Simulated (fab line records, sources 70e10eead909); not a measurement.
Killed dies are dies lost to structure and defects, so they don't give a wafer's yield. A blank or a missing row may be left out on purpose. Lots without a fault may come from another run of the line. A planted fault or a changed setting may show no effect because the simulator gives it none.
Chamber matching | flow nand_harc | NHARC_A_STAIRCASE_DESCUM_443 on rie_diel-06: 4 sister chambers
The step chemistry O2, time 3 s. 4 wafers are shown with their chamber, then 12 later ones without.

WAFERS WITH THEIR CHAMBER
wafer  | chamber | showerhead_plenum_p_Torr (Torr)
L089.3 | 3       | 1.99
L091.2 | 0       | 1.77
L091.3 | 1       | 1.90
L091.4 | 2       | 1.82

WAFERS WITHOUT THEIR CHAMBER
wafer  | showerhead_plenum_p_Torr (Torr)
L093.1 | 1.82
L093.5 | 1.76
L093.6 | 1.99
L095.2 | 1.82
L095.3 | 1.90
L095.6 | 1.82
L097.2 | 1.90
L097.3 | 1.82
L097.5 | 2.07
L097.1 | 2.07
L097.4 | 1.82
L097.6 | 1.90

WHICH CHAMBER EACH WENT THROUGH
wafer  | from the rows above     | in truth
L093.1 | can't be placed: 2 or 0 | 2
L093.5 | can't be placed: 0 or 2 | 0
L093.6 | 3                       | 3
L095.2 | can't be placed: 2 or 0 | 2
L095.3 | 1                       | 1
L095.6 | can't be placed: 2 or 0 | 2
L097.2 | 1                       | 1
L097.3 | can't be placed: 2 or 0 | 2
L097.5 | 3                       | 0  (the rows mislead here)
L097.1 | 3                       | 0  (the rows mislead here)
L097.4 | can't be placed: 2 or 0 | 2
L097.6 | 1                       | 1
Placed correctly: 4 of 12. Can't be placed from these rows: 6 (the true chamber is among the candidates in 6). Placed wrongly: 2.
How it was worked out, from the rows above alone: a wafer's distance from a chamber is the root of the sum, over the readings, of the square of ((its reading less the chamber's mean) divided by the reading's scatter). The wafer belongs to the nearest chamber; if the next one is less than 2 further off, it can't be placed. A chamber's mean is the mean of its shown wafers. The scatter: with one shown wafer a chamber, the root of the mean of the squares of how far each hidden wafer lies from its nearest shown one.
